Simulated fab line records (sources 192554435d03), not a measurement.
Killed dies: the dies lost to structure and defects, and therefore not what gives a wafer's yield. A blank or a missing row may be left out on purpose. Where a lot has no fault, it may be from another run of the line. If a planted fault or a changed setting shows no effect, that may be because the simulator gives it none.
fab line records    flow n5-finfet
record: lots: 5  wafers: 15  last-day: 18
route steps=1938 shown SD_EPI_P@309 SD_ACTIVATION@330 ILD0@335 SDB@347 MOL_CONTACT_COAG@538 BEOL_M4@1111
lots that met no fault: taken from a fault-free run of the same line
start-h: the number of hours between the record's first day and the start of the first shown wafer of the lot    wait-h: hours elapsed since this lot's preceding step    " as in the row above    L1.1+2: one row covering several wafers at once    - no value, or no start was given    * or withheld: withheld    < > ~ a bound
route shown NAME@n: names a module that has steps shown in the file, with the first one's number in the route    usual: mean/standard deviation taken from wafers without a fault    same: alike in all rows    chamber/n: place in a boat    sites: per-site readings    _std_site: their standard deviation    _edge_site: outer sites' mean less inner sites'    radius-mm: how far each site lies from the wafer's centre    mask NAME#n: copy n    behind: the tool/chamber that last shaped the wafer    hold: reason for holding the lot/hours on hold/outcome of the hold    device: the transistor (n, p or np) that didn't switch    end of line: the route-end tests of the same wafers    for a step that has no rows: nothing shown but its recipe    killed: dies that structure and defects cost at the first sort, which is not the same as the wafer's yield    map: per-die view of a wafer (x killed, . not killed, _ where there is no die)
set.NAME: the run value of the setting; set.NAME@STEP: its run value at that earlier step    model.NAME: the simulator's own value behind a step, which no gauge read
a table for each step, a row for each wafer; lots at some steps of the route
services: from which hour (start-h, from the record's first day; less than 0 if before it) a tool's chamber was out of use, for how many hours, and why
== steps ==
step: N5_SD_EPI_P_STRIP_38
recipe: chemistry: N2/H2  temp-c: 40  n2-flow-sccm: 200  h2-flow-sccm: 200  rf-frequency-hz: 6e+07
step: N5_SD_EPI_P_ETCHBACK_46
recipe: chemistry: CH3F/O2  mode: anisotropic-etchback  target: SiNx  target-depth-a: 175  stop-on: SiO2  over-etch-frac: 0.3  ion-energy-ev: 120  pressure-mtorr: 30  source-w: 395  bias-w: 73  Ar_flow_sccm: 150  CH3F_flow_sccm: 30  O2_flow_sccm: 20
step: N5_SD_EPI_P_ETCH_47
recipe: chemistry: CH3F/O2  target: SiOCN  target-depth-a: 250  mask-material: SOC  ion-energy-ev: 60  bias-w: 29  pressure-mtorr: 30  source-w: 410  Ar_flow_sccm: 150  CH3F_flow_sccm: 30  O2_flow_sccm: 20
step: N5_SD_EPI_P_ETCH_16
recipe: chemistry: CHF3/O2  target: SiO2  target-depth-a: 50  mask-material: SOC  pressure-mtorr: 30  source-w: 650  bias-w: 170  Ar_flow_sccm: 200  CHF3_flow_sccm: 50  O2_flow_sccm: 5  ion-energy-ev: 200
step: N5_SD_EPI_P_STRIP_50
recipe: chemistry: CHF3/O2  resist: SiARC  rf-frequency-hz: 6e+07
step: N5_SD_EPI_P_SD_RECESS_17
recipe: chemistry: HBr/Cl2/O2  target-depth-a: 391  bt-time-s: 3  pressure-mtorr: 10  icp-w: 800  bias-w: 112  HBr_flow_sccm: 150  Cl2_flow_sccm: 80  O2_flow_sccm: 12
step: N5_SD_EPI_P_WET_ETCH_45
recipe: chemistry: dHF  dilution: withheld  time-s: 10.7  target: SiO2  target-depth-a: 20  temp-c: 25  dry: ipa-marangoni  rinse-time-s: 30  rinse-temp-c: 23
step: N5_SD_EPI_P_STRIP_40
recipe: chemistry: N2/H2  power-w: 1000  temp-c: 250  h2-frac: 0.65  overash-fraction: 0.3  pressure-mtorr: withheld  n2-flow-sccm: 1750  h2-flow-sccm: 3250
step: N5_SD_EPI_P_PRECLEAN_52
recipe: chemistry: O3/DIW  time-s: 60  temp-c: 22  o3-ppm: 10
step: N5_SD_EPI_P_SRD_20
recipe: dry: ipa-marangoni  do-ppb: 5  time-s: 30  temp-c: 23  rinse-liquid: diw
step: N5_SD_EPI_P_PRECLEAN_51
recipe: chemistry: NF3:NH3  afs-cycles: 1  temp-c: 30  time-s: 20  sublimation-temp-c: 180  sublimation-time-s: 60  pressure-torr: 3  rf-power-w: 30
step: N5_SD_EPI_P_VAPOR_ETCH_44
recipe: chemistry: NF3/Ar  target: SiGe30  temp-c: 25  time-s: 3.3  mode: isotropic
step: N5_SD_EPI_P_EPI_21
recipe: material: SiGe:B  dopant: B  temp-c: 550  pressure-torr: 20  ambient: H2  time-s: 355
usual: susceptor-temp-C: 550.04/0.27
lot.wafer  tool          chamber  start-h  wait-h  susceptor-temp-C  model.SiGe-B_of_SD_EPI_P_EPI_21.thk-nm
L789.4     epi-rpcvd-02  0        73.10    1.5     550.49            61.6
L789.5     "             0        "        "       550.23            61.8
L789.6     "             0        "        "       550.06            61.4
L800.1     epi-rpcvd-02  0        140.26   0.1     549.13            58.8
L800.3     "             0        "        "       548.75            57.8
L800.4     "             0        "        "       548.87            57.8
L801.1     epi-rpcvd-02  0        145.96   0.1     549.52            58.8
L801.4     "             0        147.04   1.1     548.91            59.2
L801.5     "             0        "        "       549.01            59.6
L802.4     epi-rpcvd-02  0        152.48   1.1     548.70            60.2
L802.5     "             0        "        "       548.85            60
L802.6     "             0        "        "       548.70            59.2
L808.1     epi-rpcvd-01  0        189.23   0.1     549.60            58.8
L808.3     "             0        "        "       549.79            58.6
L808.5     "             0        "        "       550.19            59.2
step: N5_SD_EPI_P_HM_STRIP_48
recipe: chemistry: H3PO4  temp-c: 160  material: SiNx  target: SiNx  target-depth-a: 30  overetch-fraction: 0.3
step: N5_SD_EPI_P_SRD_49
recipe: dry: ipa-marangoni  time-s: 30  temp-c: 23  rinse-liquid: diw
step: N5_SD_EPI_P_PRECLEAN_24
recipe: chemistry: O3/DIW  time-s: 45  temp-c: 22  o3-ppm: 10
step: N5_SD_EPI_P_PRECLEAN_32
recipe: chemistry: dHF  time-s: 10  dilution: 500:1  temp-c: 25
step: N5_SD_EPI_P_PRECLEAN_33
recipe: chemistry: SC2  time-s: 45  temp-c: 35  mix: 1:1:50
step: N5_SD_EPI_P_SRD_25
recipe: time-s: 30  temp-c: 23  rinse-liquid: diw  dry: ipa-marangoni
step: N5_SD_ACTIVATION_RTA_00
recipe: temp-c: 975  time-s: 0  ambient: N2  idle-temp-c: 600  ramp-up-c-per-s: 150  ramp-down-c-per-s: 60  cool-to-c: 600
step: N5_SD_ACTIVATION_LSA_01
recipe: temp-c: 1080  time-s: 0.0008  ambient: N2
step: N5_ILD0_LINER_00
recipe: material: SiNx  target-thk-a: 40  temp-c: 400  ald-precursor-family: SiH2I2  ald-co-reactant: N2/H2-plasma  pulse-time-s: 1  purge-time-s: 2  co-reactant-purge-time-s: 2  ald-cycles: 80  pressure-torr: 2
step: N5_ILD0_FCVD_FILL_01
recipe: material: SiO2_flowable  target-thk-a: 2000  temp-c: 100  pressure-torr: 0.8  rf-w: 2000  time-s: 328.3
step: N5_ILD0_CURE_02
recipe: temp-c: 450  time-s: 1800  ambient: steam  idle-temp-c: 400  ramp-up-c-per-min: 5  ramp-down-c-per-min: 3  densification-p-h2o-torr: 640
step: N5_ILD0_CMP_03
recipe: stop-on: SiNx  t-overpolish-s: 1.9  post-cmp-clean: alkaline-brush  down-force-psi: 4.1491  platen-rpm: 51.796  pad-velocity-m-s: 1.0306  target-thk-nm: 197.38
step: N5_ILD0_CMP_07
recipe: stop-on: poly-Si  material: SiO2_flowable  t-overpolish-s: 1.18  post-cmp-clean: alkaline-brush  down-force-psi: 4.1491  platen-rpm: 51.796  pad-velocity-m-s: 1.0306  target-thk-nm: 138.88
step: N5_ILD0_PRECLEAN_10
recipe: chemistry: NF3:NH3  afs-cycles: 5  time-s: 20  temp-c: 30  sublimation-temp-c: 180  sublimation-time-s: 60  pressure-torr: 3  rf-power-w: 30
step: N5_ILD0_ALD_15
recipe: material: SiNx  target-thk-a: 240  temp-c: 400  ald-precursor-family: SiH2I2  ald-co-reactant: N2/H2-plasma  pulse-time-s: 1  ald-cycles: 480  purge-time-s: 2  co-reactant-purge-time-s: 2  pressure-torr: 2
step: N5_ILD0_CMP_12
recipe: stop-on: poly-Si  material: SiNx  t-overpolish-s: 6  post-cmp-clean: alkaline-brush  down-force-psi: 2.5  platen-rpm: 51.8  pad-velocity-m-s: 1.0307  target-thk-nm: 17.67
step: N5_SDB_HM_DEP_00
recipe: material: SiNx  target-thk-a: 400  temp-c: 400  precursor: SiH4/NH3/N2  pressure-torr: 1.5  rf-w: 300  time-s: 35.3
step: N5_SDB_COAT_03
recipe: resist: SOC  temp-c: 250  time-s: 60  spin-rpm: 1500  resist-thk-nm: 100
step: N5_SDB_COAT_04
recipe: resist: SiARC  temp-c: 220  time-s: 60  spin-rpm: 1500  resist-thk-nm: 18
step: N5_SDB_COAT_05
recipe: resist: CAR-ArF  spin-rpm: 1500  resist-thk-nm: 90
step: N5_MOL_CONTACT_COAG_ETCH_110
recipe: chemistry: CF4/O2  target: Si  target-depth-a: 25  time-s: 8  pressure-mtorr: 100  source-w: 200  bias-w: 12  ion-energy-ev: 60  Ar_flow_sccm: 100  cf4-flow-sccm: 100  O2_flow_sccm: 10
usual: drypump-motor-current-A: 5.7/0.51  mfc-ar-sccm: 100.0/0.31  oes_o_777_au: 0.81/0.094  oes-product-au: 0.81/0.092  rf-vpp-V: 125.9/2.2  showerhead-plenum-p-Torr: 2.18/0.045  throttle-valve-pct: 10.76/0.27
lot.wafer  tool         chamber  start-h  wait-h  drypump-motor-current-A  mfc-ar-sccm  oes_o_777_au  oes-product-au  rf-hours-counter-h  rf-vpp-V  showerhead-plenum-p-Torr  throttle-valve-pct  model.SiGe-B_of_SD_EPI_P_EPI_21.thk-nm
L789.4     rie-diel-06  2        108.39   0.0     5.3                      99.6         0.72          0.74            196                 126.0     2.13                      11.00               58.6
L789.5     "            2        "        "       5.4                      99.8         0.72          0.73            -                   125.6     2.13                      10.98               58.8
L789.6     "            3        "        "       6.7                      99.7         0.70          0.68            -                   126.4     2.19                      11.19               58.6
L800.1     rie-diel-04  2        173.47   0.0     5.9                      100.2        0.70          0.70            227                 124.6     2.21                      11.12               56
L800.3     "            0        "        "       5.5                      100.4        0.72          0.75            138                 127.7     2.14                      10.75               55.2
L800.4     "            3        "        "       5.7                      99.6         0.87          0.86            64                  126.4     2.18                      10.81               55
L801.1     rie-diel-06  1        178.42   0.0     4.8                      100.2        0.78          0.81            94                  127.8     2.15                      10.69               56
L801.4     "            0        "        "       5.1                      99.6         0.80          0.84            62                  130.4     2.18                      10.65               56.4
L801.5     "            2        "        "       5.3                      100.1        0.70          0.71            -                   124.6     2.12                      11.07               56.8
L802.4     rie-diel-04  2        184.51   0.0     5.8                      99.8         0.69          0.70            229                 123.7     2.20                      11.12               57.2
L802.5     "            0        "        "       5.5                      100.1        0.72          0.75            -                   127.7     2.14                      10.76               57.2
L802.6     "            1        "        "       6.1                      100.5        0.88          0.88            -                   124.3     2.17                      10.47               56.2
L808.1     rie-diel-06  3        221.78   0.0     6.7                      99.9         0.92          0.90            26                  125.6     2.18                      10.56               56
L808.3     "            0        "        "       5.2                      100.1        0.79          0.81            77                  128.7     2.18                      10.70               55.8
L808.5     "            3        "        "       6.7                      100.3        0.91          0.90            -                   126.5     2.18                      10.57               56.4
step: N5_BEOL_M4_RC_MEAS_101
usual: DIBL_N: 36.0/1.6  DIBL_P: 36.1/2  IOFF_N: 0.160/0.029  IOFF_P: 0.21/0.039  ION_N: 675/13  ION_P: 464/8.8  SS_N: 71.5/0.58  SS_P: 73.3/0.65  VT_N: 250/3.3  VT_P: -249/3.6
lot.wafer  tool       chamber  start-h  wait-h  DIBL_N[mV/V]  DIBL_P[mV/V]  IOFF_N[nA/um]  IOFF_P[nA/um]  ION_N[uA/um]  ION_P[uA/um]  SS_N[mV/dec]  SS_P[mV/dec]  VT_N[mV]  VT_P[mV]
L789.4     prober-02  0        187.27   0.5     35.3          35.7          0.135          0.17           667           455           72.0          72.2          252       -256
L789.5     "          0        "        "       33.8          33.5          0.111          0.14           656           454           71.8          72.8          256       -258
L789.6     "          0        "        "       35.2          34.8          0.135          0.17           675           460           71.8          73.1          253       -254
L800.1     prober-02  0        244.03   0.0     36.5          35.5          0.163          0.22           673           460           71.4          73.5          250       -249
L800.3     "          0        "        "       34.7          34.5          0.143          0.19           686           465           71.8          72.1          249       -252
L800.4     "          0        "        "       37.0          37.0          0.184          0.23           688           474           71.2          74.4          243       -245
L801.1     prober-01  0        264.87   0.0     36.4          35.5          0.150          0.17           661           449           70.8          73.2          249       -255
L801.4     "          0        "        "       37.1          37.0          0.173          0.19           675           450           71.7          73.7          247       -253
L801.5     "          0        "        "       39.3          38.8          0.223          0.22           694           457           71.8          73.7          244       -252
L802.4     prober-02  0        268.35   0.5     35.2          36.4          0.154          0.22           669           463           72.0          73.8          249       -248
L802.5     "          0        "        "       33.2          33.7          0.123          0.19           671           466           70.5          72.8          252       -248
L802.6     "          0        "        "       37.5          38.2          0.183          0.24           667           460           71.9          73.9          249       -249
L808.1     prober-02  0        303.28   0.0     34.6          34.1          0.130          0.18           657           452           71.7          72.8          254       -251
L808.3     "          0        "        "       36.9          38.1          0.192          0.26           674           464           71.4          73.9          248       -246
L808.5     "          0        "        "       33.7          33.0          0.120          0.17           660           454           71.5          72.7          255       -252
== services ==
tool          chamber  start-h  hours  kind
rie-diel-06   3        81.71    6.0    repair
rie-diel-04   1        120.81   9.9    repair
rie-diel-06   3        135.20   -      clean
rie-diel-06   3        135.20   -      consumable-replace:focus-ring
rie-diel-06   3        135.20   16.4   scheduled-down
rie-diel-06   3        135.20   16.4   vent-cycle
rie-diel-04   0        148.13   8.1    repair
epi-rpcvd-01  -        221.26   0.3    repair
epi-rpcvd-02  -        221.63   14.6   pm
== key ==
first-sign: step: N5_SD_EPI_P_EPI_21  reading: susceptor-temp-C  direction: down  sigmas: 4.1  usual: *  struck: *
effect none on later readings
model-effect: step: N5_SD_EPI_P_EPI_21  value: SiGe-B_of_SD_EPI_P_EPI_21.thk-nm  without: 60.64  struck: 59.04
model-effect: step: N5_MOL_CONTACT_COAG_ETCH_110  value: SiGe-B_of_SD_EPI_P_EPI_21.thk-nm  without: 57.71  struck: 56.22
met-at N5_SD_EPI_P_EPI_21
struck-wafers L800.1,L800.3,L800.4,L801.1,L801.4,L801.5,L802.4,L802.5,L802.6
onset-between 73.10 140.26
fault: kind: process-parameter-drift  tool: epi-rpcvd-02  chamber: -  onset-h: 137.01  steps: N5_SD_EPI_P_EPI_21  channel: temp-c  offset: *  shape: step  end-h: 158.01  acts-in: *  stated: *
